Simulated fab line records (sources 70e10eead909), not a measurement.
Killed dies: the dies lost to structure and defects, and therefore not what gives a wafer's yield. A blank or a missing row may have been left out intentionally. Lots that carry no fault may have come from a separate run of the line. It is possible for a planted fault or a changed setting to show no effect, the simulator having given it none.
fab line records	flow nand-harc
record: lots: 7	wafers: 21	last-day: 33
route steps=1302 shown A_WL_FILL@963 END@1302
lots with no fault: from the same line, run without faults
start-h: start of the lot's first displayed wafer, in hours after the record's first day	wait-h: how many hours have passed since the lot's step before this one	" as in the row above	L1.1+2: one row covering several wafers at once	- either no value or no given start	* or withheld: withheld	< > ~ a bound
route shown NAME@n: a module of which the file shows steps, and the number in the route of the first	usual: average and standard deviation across the fault-free wafers	same: alike in all rows	chamber/n: place in a boat	sites: readings site by site	_std_site: the standard deviation of these	_edge_site: outer sites' mean less inner sites'	radius-mm: how far each site lies from the wafer's centre	mask NAME#n: copy n	behind: the most recent tool/chamber to have shaped the wafer	hold: what put the lot on hold/how long, in hours/how the hold closed	device: the n, p or np transistor that did not switch	end of line: the route-end tests of the same wafers	step lacking rows: just its recipe	killed: the dies lost at the first sort to structure and to defects; this is not the yield of the wafer	map: per-die view of a wafer (x killed, . not killed, _ where there is no die)
set.NAME: setting as actually run; set.NAME@STEP: the setting as run at that earlier step	model.NAME: the simulator's own value behind a step, which no gauge read
certain route steps with their lots: each step a table, each wafer a row
services: the hour from which a tool's chamber was out of use, counted from the record's first day as start-h (under 0 if before that day), plus the number of hours and why
== steps ==
step: NHARC_A_WL_FILL_ANNEAL_08
recipe: temp-c: 450	time-s: 1800
step: NHARC_A_WL_FILL_ALD_10
recipe: target-thk-a: 500	pulse-time-s: 10	ald-cycles: 500	temp-c: 300	material: SiO2
usual: heater-power-outer-w: 269/26	heater-power-w: 484/34	precursor-pulse-height-rel: 1.000/0.02
same: ald-cycles: 500
lot.wafer	tool	chamber	start-h	wait-h	heater-power-outer-w	heater-power-w	precursor-pulse-height-rel
L377.2	ald-hk-01	1	510.21	3.5	223	417	1.010
L377.4	"	3	511.25	4.5	265	475	1.024
L377.5	"	1	512.29	5.5	226	418	1.054
L379.3	ald-hk-01	1	528.76	0.1	230	425	1.003
L379.6	"	1	530.83	2.1	231	407	1.014
L379.5	"	2	"	"	320	551	0.986
L381.4	ald-hk-01	3	555.55	0.1	265	472	0.989
L381.1	"	2	557.10	1.6	325	565	0.991
L381.6	"	0	558.14	2.6	238	475	1.024
L382.1	ald-hk-03	0	556.05	0.6	233	455	1.033
L382.2	"	2	557.08	1.6	286	489	0.998
L382.5	"	3	"	"	300	527	0.984
L384.3	ald-hk-01	2	572.34	0.1	319	545	1.037
L384.1	"	0	573.38	1.1	244	460	0.999
L384.4	"	1	"	"	234	409	1.005
L391.3	ald-hk-03	3	659.25	0.1	312	533	0.975
L391.4	"	0	"	"	244	478	0.984
L391.1	"	1	"	"	273	473	0.998
L396.1	ald-hk-01	0	694.45	1.1	245	473	0.991
L396.2	"	2	696.49	3.1	316	538	0.995
L396.6	"	3	697.51	4.1	280	474	1.004
step: NHARC_A_WL_FILL_ETCHBACK_16
recipe: target-depth-a: 1200	time-s: 24	c4f8-flow-sccm: withheld	o2-flow-sccm: 8	ar-flow-sccm: withheld	rf-w: 600	bias-w: 800	chemistry: C4F8/O2/Ar
step: NHARC_A_WL_FILL_STRIP_29
recipe: time-s: 20	o2-flow-sccm: 500	ar-flow-sccm: 0	bias-w: 0	chemistry: O2
usual: drypump-motor-current-A: 5.8/0.39	oes-product-au: 0.993/0.017	rf-vpp-V: 57.8/0.85	showerhead-plenum-p-Torr: 3.56/0.17	throttle-valve-pct: 17.037/0.0089
same: bias-w: 0	time-s: 20
lot.wafer	tool	chamber	start-h	wait-h	drypump-motor-current-A	oes-product-au	rf-hours-counter-h	rf-vpp-V	showerhead-plenum-p-Torr	throttle-valve-pct
L377.4	rie-diel-07	1	514.99	0.1	5.5	0.984	1.7	56.9	3.40	17.047
L377.2	"	0	"	"	5.5	1.009	1.7	58.7	3.74	17.030
L377.5	"	2	"	"	5.5	0.990	-	58.2	3.29	17.044
L379.3	rie-diel-07	3	533.51	0.1	6.1	0.987	2.1	58.5	3.76	17.042
L379.6	"	1	"	"	5.5	0.994	-	57.1	3.40	17.036
L379.5	"	2	"	"	5.5	1.010	-	58.0	3.29	17.046
L382.1	rie-diel-09	0	560.28	0.1	5.5	0.964	1.7	57.5	3.31	17.030
L382.2	"	2	"	"	5.8	1.026	2.1	58.0	3.68	17.036
L382.5	"	1	"	"	5.8	0.960	-	59.2	3.72	17.036
L381.4	rie-diel-07	1	560.31	0.1	5.5	0.985	5.1	57.3	3.40	17.035
L381.1	"	2	"	"	5.5	0.971	4.5	57.1	3.29	17.040
L381.6	"	1	"	"	5.5	0.997	-	56.0	3.40	17.030
L384.3	rie-diel-03	3	577.10	0.1	5.9	1.005	2.6	58.4	3.59	17.047
L384.4	"	0	"	"	5.4	1.027	2.7	57.4	3.65	17.037
L384.1	"	1	"	"	5.6	0.987	2.8	58.4	3.75	17.050
L391.1	rie-diel-07	0	664.02	0.1	5.5	1.012	0.1	58.5	3.74	17.032
L391.3	"	2	"	"	5.5	1.002	0.1	58.0	3.29	17.047
L391.4	"	2	"	"	5.5	1.007	-	56.6	3.29	17.022
L396.1	rie-diel-03	0	701.21	0.1	5.5	0.995	1.1	58.5	3.65	17.032
L396.2	"	1	"	"	5.6	0.986	1.0	58.4	3.74	17.041
L396.6	"	0	"	"	5.4	1.000	-	58.2	3.65	17.048
step: NHARC_A_WL_FILL_ETCHBACK_17
recipe: target-depth-a: 40	time-s: 26.7	chemistry: Cl2/BCl3
usual: drypump-motor-current-A: 6.0/0.5	oes-product-au: 0.992/0.012
same: time-s: 26.7
lot.wafer	tool	chamber	start-h	wait-h	drypump-motor-current-A	oes-product-au	rf-hours-counter-h
L377.2	rie-metal-03	1	515.08	-	5.7	0.987	2.7
L377.4	"	1	"	"	5.7	0.987	-
L377.5	"	1	"	"	5.7	0.993	-
L379.3	rie-metal-02	1	533.63	-	5.8	0.981	-
L379.5	"	1	"	"	5.9	0.982	-
L379.6	"	0	"	"	6.4	0.968	-
L382.1	rie-metal-01	0	560.37	-	6.7	0.977	2.7
L382.2	"	0	"	"	6.8	0.989	-
L382.5	"	0	"	"	6.7	0.993	-
L381.1	rie-metal-03	0	560.39	-	5.3	0.998	0.5
L381.4	"	1	"	"	5.7	0.987	-
L381.6	"	1	"	"	5.7	0.993	-
L384.1	rie-metal-03	0	577.19	-	5.3	0.997	0.8
L384.4	"	0	"	"	5.3	0.988	-
L384.3	"	1	"	"	5.7	0.995	-
L391.1	rie-metal-03	1	664.11	-	5.7	0.984	2.3
L391.3	"	1	"	"	5.7	0.979	-
L391.4	"	0	"	"	5.3	0.998	-
L396.2	rie-metal-01	1	701.29	-	6.4	1.000	2.5
L396.1	"	0	"	"	6.7	0.996	2.5
L396.6	"	0	"	"	6.8	0.996	-
step: NHARC_A_WL_FILL_PRECLEAN_18
recipe: time-s: 30	chemistry: dHF
step: NHARC_A_WL_FILL_SRD_21
step: NHARC_A_WL_FILL_CVD_23
recipe: target-thk-a: 400	temp-c: 620	pressure-mtorr: 200	time-s: 800	material: poly-Si
step: NHARC_A_WL_FILL_ETCHBACK_26
recipe: target-depth-a: 520	time-s: 13.3	hbr-flow-sccm: 150	rf-w: 350	icp-w: 350	bias-w: 60	chemistry: HBr
usual: bias-w: 59.99/0.2	drypump-motor-current-A: 5.6/0.32	hbr-flow-sccm: 150.0/0.51	oes-product-au: 1.001/0.015	rf-fwd-power-W: 342.6/1.7	throttle-valve-pct: 23.266/0.0078
same: time-s: 13.3
lot.wafer	tool	chamber	start-h	wait-h	bias-w	drypump-motor-current-A	hbr-flow-sccm	oes-product-au	rf-fwd-power-W	rf-hours-counter-h	throttle-valve-pct
L377.2	rie-si-02	3	518.14	0.4	59.51	5.6	150.3	1.001	340.3	0.3	23.263
L377.4	"	0	"	"	60.48	5.3	150.0	1.014	344.8	0.3	23.259
L377.5	"	2	"	"	60.01	5.9	150.2	1.003	345.2	-	23.263
L379.3	rie-si-03	0	538.71	0.4	60.44	5.4	149.9	1.003	342.7	1.1	23.274
L379.6	"	0	"	"	60.57	5.4	149.8	1.003	341.7	-	23.260
L379.5	"	1	"	"	59.79	5.6	149.7	0.976	342.2	-	23.247
L382.1	rie-si-03	2	565.64	0.4	60.09	5.7	150.5	1.021	340.8	0.8	23.265
L382.2	"	3	"	"	59.97	6.3	149.9	0.994	343.8	1.1	23.252
L382.5	"	2	"	"	60.00	5.7	150.5	1.014	341.5	-	23.259
L381.1	rie-si-04	2	565.65	0.4	60.13	5.7	149.3	1.016	342.1	0.2	23.261
L381.4	"	3	"	"	60.09	5.2	150.5	0.998	345.6	0.2	23.256
L381.6	"	1	"	"	59.71	5.2	150.6	1.011	343.6	-	23.269
L384.4	rie-si-02	0	582.40	0.4	59.93	5.3	150.2	1.019	343.9	0.8	23.255
L384.1	"	1	"	"	60.02	6.0	149.5	1.000	342.2	0.7	23.246
L384.3	"	3	"	"	59.91	5.7	150.0	1.003	339.9	0.7	23.252
L391.4	rie-si-04	3	669.33	0.4	59.98	5.2	149.6	0.991	344.8	0.8	23.269
L391.3	"	0	"	"	60.01	5.5	150.4	0.986	341.8	0.7	23.265
L391.1	"	2	"	"	59.93	5.7	150.0	1.031	342.1	0.8	23.256
L396.2	rie-si-04	1	706.46	0.4	59.80	5.2	149.6	1.014	341.0	0	23.266
L396.1	"	3	"	"	60.07	5.2	150.7	1.002	344.2	0	23.268
L396.6	"	1	"	"	59.81	5.2	149.7	1.019	340.7	-	23.255
step: NHARC_A_WL_FILL_PRECLEAN_30
recipe: time-s: 10	chemistry: dHF
step: NHARC_A_WL_FILL_SRD_14
step: NHARC_A_WL_FILL_ALD_19
recipe: target-thk-a: 20	pulse-time-s: 3	ald-cycles: 100	temp-c: 450	material: TiN
usual: ald-cycles: 100/0	heater-power-outer-w: 697/72	heater-power-w: 1068/90	precursor-pulse-height-rel: 1.000/0.019
lot.wafer	tool	chamber	start-h	wait-h	ald-cycles	heater-power-outer-w	heater-power-w	precursor-pulse-height-rel
L377.4	ald-metal-02	0	518.39	0.1	100	653	1032	1.015
L377.2	"	1	"	"	100	789	1168	0.989
L377.5	"	0	"	"	100	645	1024	1.046
L379.3	ald-metal-03	1	539.03	0.2	100	565	939	0.995
L379.6	"	2	"	"	100	720	1147	0.998
L379.5	"	3	"	"	100	538	901	0.998
L382.2	ald-metal-01	2	565.91	0.1	-	-	-	-
L382.1	"	0	"	"	-	-	-	-
L382.5	"	0	"	"	-	-	-	-
L381.1	ald-metal-02	1	565.91	0.1	-	-	-	-
L381.4	"	2	"	"	-	-	-	-
L381.6	"	2	"	"	-	-	-	-
L384.3	ald-metal-01	0	582.67	0.1	-	-	-	-
L384.1	"	3	"	"	-	-	-	-
L384.4	"	3	"	"	-	-	-	-
L391.3	ald-metal-02	3	669.60	0.1	100	715	983	1.011
L391.1	"	1	"	"	100	802	1075	0.999
L391.4	"	2	"	"	100	651	1072	0.966
L396.1	ald-metal-02	2	706.78	0.1	100	641	1078	1.006
L396.2	"	3	"	"	100	694	960	0.998
L396.6	"	0	"	"	100	678	1062	0.998
step: NHARC_A_WL_FILL_CVD_20
recipe: target-thk-a: 1000	temp-c: 400	pressure-torr: 40	wf6-flow-sccm: 40	h2-flow-sccm: 1600	ar-flow-sccm: 1560	time-s: 74	material: W
usual: heater-power-w: 807/22	throttle-valve-pct: 7.9/0.34
same: time-s: 74
lot.wafer	tool	chamber	start-h	wait-h	heater-power-w	throttle-valve-pct
L377.2	cvd-w-02	0	-	-	818	7.8
L377.4	"	0	"	"	817	7.5
L377.5	"	0	"	"	839	7.7
L379.3	cvd-w-01	1	-	-	818	8.3
L379.5	"	1	"	"	827	8.4
L379.6	"	0	"	"	776	7.9
L381.1	cvd-w-01	1	-	-	799	7.8
L381.4	"	1	"	"	795	8.1
L381.6	"	0	"	"	786	7.9
L382.1	cvd-w-02	1	-	-	800	7.5
L382.2	"	0	"	"	798	7.7
L382.5	"	1	"	"	818	7.5
L384.1	cvd-w-02	1	-	-	786	7.5
L384.4	"	1	"	"	797	7.6
L384.3	"	0	"	"	822	7.9
L391.1	cvd-w-01	0	-	-	812	8.4
L391.4	"	1	"	"	774	8.1
L391.3	"	0	"	"	797	8.2
L396.2	cvd-w-01	0	-	-	802	8.5
L396.1	"	1	"	"	785	7.9
L396.6	"	1	"	"	774	8.2
step: NHARC_END_SORT_01
recipe: temp-c: 25
usual: killed-at-array: 58/22	killed-at-other: 1.0/1.3	killed-at-periphery: 5/3.4	killed-dies: 64/22	killed-open: 3.6/1.8	killed-short: 2.4/1.7
same: gross-dies: 677
lot.wafer	tool	chamber	start-h	wait-h	hold	killed-at-array	killed-at-other	killed-at-periphery	killed-dies	killed-open	killed-short
L377.2	prober-01	0	594.45	2.8	-	32	2	8	42	3	3
L377.4	prober-01	0	596.06	3.4	-	34	1	10	45	7	1
L377.5	prober-01	0	596.86	3.7	-	34	2	6	42	1	4
L379.3	prober-02	0	623.86	3.1	-	48	1	9	58	5	5
L379.5	prober-02	0	625.45	3.7	-	51	0	11	62	6	4
L379.6	prober-02	0	626.24	4.0	-	44	3	8	55	9	0
L381.1	prober-01	0	646.96	2.5	await-dispo/3.4h/scrap	674	1	2	677	5	4
L381.4	prober-01	0	649.39	3.4	await-dispo/3.4h/scrap	673	1	3	677	3	7
L381.6	prober-01	0	651.00	4.0	await-dispo/3.4h/scrap	671	0	6	677	5	3
L382.1	prober-02	0	646.98	2.5	await-dispo/5.8h/scrap	670	4	3	677	3	0
L382.2	prober-02	0	647.77	2.8	await-dispo/5.8h/scrap	669	3	5	677	3	3
L382.5	prober-02	0	650.15	3.7	await-dispo/5.8h/scrap	674	1	2	677	3	0
L384.1	prober-01	0	666.89	2.5	await-dispo/2.1h/scrap	666	0	11	677	1	2
L384.3	prober-01	0	668.50	3.1	await-dispo/2.1h/scrap	671	0	6	677	5	4
L384.4	prober-01	0	669.30	3.4	await-dispo/2.1h/scrap	675	0	2	677	0	4
L391.1	prober-01	0	750.06	2.5	-	56	0	1	57	1	2
L391.3	prober-01	0	751.67	3.1	-	56	1	3	60	4	4
L391.4	prober-01	0	752.48	3.4	-	75	2	2	79	6	3
L396.1	prober-02	0	787.61	2.5	-	48	0	2	50	1	1
L396.2	prober-02	0	788.41	2.8	-	55	0	2	57	3	3
L396.6	prober-02	0	791.62	4.0	-	50	0	2	52	5	2
killed by level:class
L377.2 A_CHANNEL_HOLE_D2:chamber-film-flake=9 A_CHANNEL_HOLE_D1:chamber-film-flake=8 A_STAIRCASE:chamber-film-flake=5 P_GATE:chamber-film-flake=4 A_DECK1_JOINT:chamber-film-flake=3 P_CONTACT:chamber-film-flake=2 THIN_TSV:chamber-film-flake=2 P_CONTACT:geometric-particle:open=1
L377.4 A_CHANNEL_HOLE_D2:chamber-film-flake=11 A_STAIRCASE:chamber-film-flake=9 P_GATE:chamber-film-flake=4 P_CONTACT:geometric-particle:open=2 A_DECK1_JOINT:geometric-particle:open=2 A_WL_FILL:geometric-particle:open=2 P_CONTACT:chamber-film-flake=2 A_CHANNEL_HOLE_D1:chamber-film-flake=2
L377.5 A_STAIRCASE:chamber-film-flake=8 A_CHANNEL_HOLE_D1:chamber-film-flake=7 A_CHANNEL_HOLE_D2:chamber-film-flake=6 P_GATE:chamber-film-flake=3 P_CONTACT:chamber-film-flake=3 A_DECK1_JOINT:chamber-film-flake=2 A_SLIT:chamber-film-flake=2 A_CONTACT:chamber-film-flake=2
L379.3 A_CHANNEL_HOLE_D2:chamber-film-flake=31 A_CHANNEL_HOLE_D1:chamber-film-flake=3 A_M0:geometric-particle:open=2 P_STI:chamber-film-flake=2 P_GATE:chamber-film-flake=2 A_STAIRCASE:chamber-film-flake=2 A_SLIT:chamber-film-flake=2 P_GATE:geometric-particle:open=1
L379.5 A_CHANNEL_HOLE_D2:chamber-film-flake=35 P_GATE:chamber-film-flake=4 P_STI:chamber-film-flake=3 A_DECK1_JOINT:geometric-particle:open=2 A_WL_FILL:geometric-particle:short=2 P_ZERO_WELL:chamber-film-flake=2 A_CHANNEL_HOLE_D1:chamber-film-flake=2 P_GATE:geometric-particle:open=1
L379.6 A_CHANNEL_HOLE_D2:chamber-film-flake=32 A_ONON_D2:geometric-particle:open=3 A_CHANNEL_HOLE_D1:chamber-film-flake=3 P_M0:geometric-particle:open=2 P_GATE:chamber-film-flake=2 A_SLIT:chamber-film-flake=2 A_CONTACT:chamber-film-flake=2 THIN_TSV:chamber-film-flake=2
L381.1 A_WL_FILL:area-ald=606 A_SLIT:chamber-film-flake=31 A_CHANNEL_HOLE_D2:chamber-film-flake=16 A_CHANNEL_HOLE_D1:chamber-film-flake=6 A_CONTACT:chamber-film-flake=4 A_WL_FILL:chamber-film-flake=3 A_SGD_CUT:geometric-particle:short=2 P_GATE:geometric-particle:open=1
L382.1 A_WL_FILL:area-ald=608 A_CHANNEL_HOLE_D1:chamber-film-flake=42 A_CHANNEL_HOLE_D2:chamber-film-flake=13 THIN_TSV:chamber-film-flake=4 P_GATE:chamber-film-flake=2 A_SLIT:chamber-film-flake=2 A_CONTACT:chamber-film-flake=2 P_M0:geometric-particle:open=1
L382.2 A_WL_FILL:area-ald=602 A_CHANNEL_HOLE_D1:chamber-film-flake=39 A_CHANNEL_HOLE_D2:chamber-film-flake=14 P_GATE:chamber-film-flake=5 A_SLIT:chamber-film-flake=3 A_CONTACT:chamber-film-flake=3 THIN_TSV:chamber-film-flake=3 A_ONON_D1:geometric-particle:open=1
L381.4 A_WL_FILL:area-ald=621 A_SLIT:chamber-film-flake=21 A_CHANNEL_HOLE_D2:chamber-film-flake=8 A_CHANNEL_HOLE_D1:chamber-film-flake=7 A_CONTACT:chamber-film-flake=5 A_ONON_D1:geometric-particle:short=2 A_WL_FILL:geometric-particle:short=2 P_CONTACT:geometric-particle:open=1
L382.5 A_WL_FILL:area-ald=613 A_CHANNEL_HOLE_D1:chamber-film-flake=38 A_CHANNEL_HOLE_D2:chamber-film-flake=12 A_CONTACT:chamber-film-flake=8 P_M0:geometric-particle:open=1 A_CHANNEL_FILL_D1:geometric-particle:open=1 A_M1:geometric-particle:open=1 P_GATE:chamber-film-flake=1
L381.6 A_WL_FILL:area-ald=619 A_SLIT:chamber-film-flake=27 A_CONTACT:chamber-film-flake=9 A_CHANNEL_HOLE_D2:chamber-film-flake=8 A_CHANNEL_HOLE_D1:chamber-film-flake=3 P_GATE:geometric-particle:open=2 P_STI:chamber-film-flake=2 P_CONTACT:geometric-particle:open=1
L384.1 A_WL_FILL:area-ald=632 A_CHANNEL_HOLE_D2:chamber-film-flake=13 P_GATE:chamber-film-flake=8 A_CHANNEL_HOLE_D1:chamber-film-flake=8 A_CONTACT:chamber-film-flake=5 A_SGD_CUT:chamber-film-flake=2 P_CONTACT:geometric-particle:short=1 A_SGD_CUT:geometric-particle:short=1
L384.3 A_WL_FILL:area-ald=633 A_CHANNEL_HOLE_D2:chamber-film-flake=18 A_SLIT:chamber-film-flake=4 A_CONTACT:chamber-film-flake=4 A_CHANNEL_HOLE_D1:chamber-film-flake=3 P_CONTACT:geometric-particle:open=2 P_GATE:chamber-film-flake=2 A_STAIRCASE:chamber-film-flake=2
L384.4 A_WL_FILL:area-ald=637 A_CHANNEL_HOLE_D2:chamber-film-flake=21 A_CHANNEL_HOLE_D1:chamber-film-flake=8 A_DECK1_JOINT:geometric-particle:short=2 A_WL_FILL:geometric-particle:short=2 P_GATE:chamber-film-flake=2 A_SLIT:chamber-film-flake=2 A_CONTACT:chamber-film-flake=2
L391.1 A_SLIT:chamber-film-flake=31 A_CHANNEL_HOLE_D1:chamber-film-flake=8 A_CONTACT:chamber-film-flake=5 A_ZERO_WELL:chamber-film-flake=2 A_STAIRCASE:chamber-film-flake=2 A_WL_FILL:chamber-film-flake=2 A_CHANNEL_HOLE_D2:geometric-particle:short=1 A_CHANNEL_FILL_D2:geometric-particle:open=1
L391.3 A_SLIT:chamber-film-flake=31 A_CHANNEL_HOLE_D1:chamber-film-flake=11 A_CONTACT:chamber-film-flake=4 A_CHANNEL_FILL_D2:chamber-film-flake=2 A_STAIRCASE:chamber-film-flake=2 P_CONTACT:geometric-particle:open=1 P_CONTACT:geometric-particle:short=1 P_M1:geometric-particle:short=1
L391.4 A_SLIT:chamber-film-flake=37 A_CHANNEL_HOLE_D1:chamber-film-flake=16 A_STAIRCASE:chamber-film-flake=4 A_CONTACT:chamber-film-flake=4 A_WL_FILL:geometric-particle:open=2 THIN_TSV:chamber-film-flake=2 P_M0:geometric-particle:open=1 A_SOURCE_PLATE:geometric-particle:open=1
L396.1 A_CHANNEL_HOLE_D1:chamber-film-flake=24 A_SLIT:chamber-film-flake=11 A_CONTACT:chamber-film-flake=6 A_STAIRCASE:chamber-film-flake=2 A_WL_FILL:chamber-film-flake=2 P_STI:geometric-particle:short=1 A_ONON_D1:geometric-particle:open=1 P_ZERO_WELL:chamber-film-flake=1
L396.2 A_CHANNEL_HOLE_D1:chamber-film-flake=31 A_SLIT:chamber-film-flake=8 A_CONTACT:chamber-film-flake=6 A_STAIRCASE:chamber-film-flake=3 P_ZERO_WELL:geometric-particle:open=1 A_DECK1_JOINT:geometric-particle:short=1 A_CHANNEL_FILL_D2:geometric-particle:short=1 A_SGD_CUT:geometric-particle:open=1
L396.6 A_CHANNEL_HOLE_D1:chamber-film-flake=20 A_SLIT:chamber-film-flake=11 A_CONTACT:chamber-film-flake=5 A_DECK1_JOINT:chamber-film-flake=3 A_CHANNEL_HOLE_D2:chamber-film-flake=2 A_STAIRCASE:chamber-film-flake=2 P_M0:geometric-particle:open=1 P_M2:geometric-particle:short=1
map L381.1 (x killed, . not)
____________x____________
_________xxxxxxx_________
_______xxxxxxxxxxx_______
______xxxxxxxxxxxxx______
_____xxxxxxxxxxxxxxx_____
____xxxxxxxxxxxxxxxxx____
____xxxxxxxxxxxxxxxxx____
___xxxxxxxxxxxxxxxxxxx___
___xxxxxxxxxxxxxxxxxxx___
__xxxxxxxxxxxxxxxxxxxxx__
__xxxxxxxxxxxxxxxxxxxxx__
_xxxxxxxxxxxxxxxxxxxxxxx_
_xxxxxxxxxxxxxxxxxxxxxxx_
_xxxxxxxxxxxxxxxxxxxxxxx_
_xxxxxxxxxxxxxxxxxxxxxxx_
_xxxxxxxxxxxxxxxxxxxxxxx_
xxxxxxxxxxxxxxxxxxxxxxxxx
xxxxxxxxxxxxxxxxxxxxxxxxx
xxxxxxxxxxxxxxxxxxxxxxxxx
xxxxxxxxxxxxxxxxxxxxxxxxx
xxxxxxxxxxxxxxxxxxxxxxxxx
_xxxxxxxxxxxxxxxxxxxxxxx_
_xxxxxxxxxxxxxxxxxxxxxxx_
_xxxxxxxxxxxxxxxxxxxxxxx_
_xxxxxxxxxxxxxxxxxxxxxxx_
_xxxxxxxxxxxxxxxxxxxxxxx_
__xxxxxxxxxxxxxxxxxxxxx__
__xxxxxxxxxxxxxxxxxxxxx__
___xxxxxxxxxxxxxxxxxxx___
___xxxxxxxxxxxxxxxxxxx___
____xxxxxxxxxxxxxxxxx____
____xxxxxxxxxxxxxxxxx____
_____xxxxxxxxxxxxxxx_____
______xxxxxxxxxxxxx______
_______xxxxxxxxxxx_______
_________xxxxxxx_________
____________x____________
map L382.1 (x killed, . not)
____________x____________
_________xxxxxxx_________
_______xxxxxxxxxxx_______
______xxxxxxxxxxxxx______
_____xxxxxxxxxxxxxxx_____
____xxxxxxxxxxxxxxxxx____
____xxxxxxxxxxxxxxxxx____
___xxxxxxxxxxxxxxxxxxx___
___xxxxxxxxxxxxxxxxxxx___
__xxxxxxxxxxxxxxxxxxxxx__
__xxxxxxxxxxxxxxxxxxxxx__
_xxxxxxxxxxxxxxxxxxxxxxx_
_xxxxxxxxxxxxxxxxxxxxxxx_
_xxxxxxxxxxxxxxxxxxxxxxx_
_xxxxxxxxxxxxxxxxxxxxxxx_
_xxxxxxxxxxxxxxxxxxxxxxx_
xxxxxxxxxxxxxxxxxxxxxxxxx
xxxxxxxxxxxxxxxxxxxxxxxxx
xxxxxxxxxxxxxxxxxxxxxxxxx
xxxxxxxxxxxxxxxxxxxxxxxxx
xxxxxxxxxxxxxxxxxxxxxxxxx
_xxxxxxxxxxxxxxxxxxxxxxx_
_xxxxxxxxxxxxxxxxxxxxxxx_
_xxxxxxxxxxxxxxxxxxxxxxx_
_xxxxxxxxxxxxxxxxxxxxxxx_
_xxxxxxxxxxxxxxxxxxxxxxx_
__xxxxxxxxxxxxxxxxxxxxx__
__xxxxxxxxxxxxxxxxxxxxx__
___xxxxxxxxxxxxxxxxxxx___
___xxxxxxxxxxxxxxxxxxx___
____xxxxxxxxxxxxxxxxx____
____xxxxxxxxxxxxxxxxx____
_____xxxxxxxxxxxxxxx_____
______xxxxxxxxxxxxx______
_______xxxxxxxxxxx_______
_________xxxxxxx_________
____________x____________
== services ==
tool	chamber	start-h	hours	kind
rie-metal-03	-	519.00	9.0	pm
rie-si-04	-	519.00	9.0	pm
ald-metal-01	-	526.00	10.0	pm
ald-hk-03	-	528.48	1.0	repair
rie-si-02	3	531.72	6.6	repair
rie-diel-07	3	543.80	4.4	repair
cvd-w-01	-	547.00	13.0	pm
rie-metal-01	1	557.90	6.5	repair
ald-metal-01	1	559.97	26.3	repair
rie-si-02	1	562.36	8.9	repair
rie-si-04	2	580.49	3.8	repair
ald-metal-02	-	610.00	10.0	pm
rie-si-04	1	621.11	15.2	repair
cvd-w-02	-	631.00	13.0	pm
rie-si-04	0	632.73	13.6	repair
cvd-w-01	-	637.65	0.9	repair
rie-diel-07	-	648.33	9.0	pm
cvd-w-02	0	657.37	2.5	repair
ald-hk-01	-	658.27	10.0	pm
rie-diel-07	2	679.18	7.1	repair
rie-si-04	-	683.39	0.2	repair
rie-diel-07	2	690.25	13.6	repair
rie-metal-03	-	696.00	9.0	pm
rie-si-04	-	696.00	9.0	pm
== key ==
first-sign: step: NHARC_A_WL_FILL_ALD_19	reading: tool-record	direction: missing
effect: step: NHARC_END_SORT_01	reading: killed-at-array	direction: up	sigmas: 28	usual: 58	struck: 671
more-kills-born-at: NHARC_A_WL_FILL_ALD_19@ald-metal-01: 3725	NHARC_A_WL_FILL_ALD_19@ald-metal-02: 1846
met-at NHARC_A_WL_FILL_ALD_19
struck-wafers L381.1,L381.4,L381.6,L382.1,L382.2,L382.5,L384.1,L384.3,L384.4
later-rows-left-out L381.1,L381.4,L381.6,L382.1,L382.2,L382.5,L384.1,L384.3,L384.4
tester-left-out L381,L382,L384
onset-between 518.39 565.91
fault: kind: skipped-step-whole	tool: ald-metal-01,ald-metal-02	chamber: -	onset-h: 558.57	steps: NHARC_A_WL_FILL_ALD_19	scope: struck-lots-only
tester-left-out: of these lots the tester's yield and bins aren't shown, on N5 and GAA mostly nor the transistor test; their killed dies are dies lost to structure and defects alone, not to doping, threshold or leakage, so they don't give the yield
later-rows-left-out: the simulator's readings of these wafers behind a module that went badly wrong aren't trusted and aren't shown, but for the sort
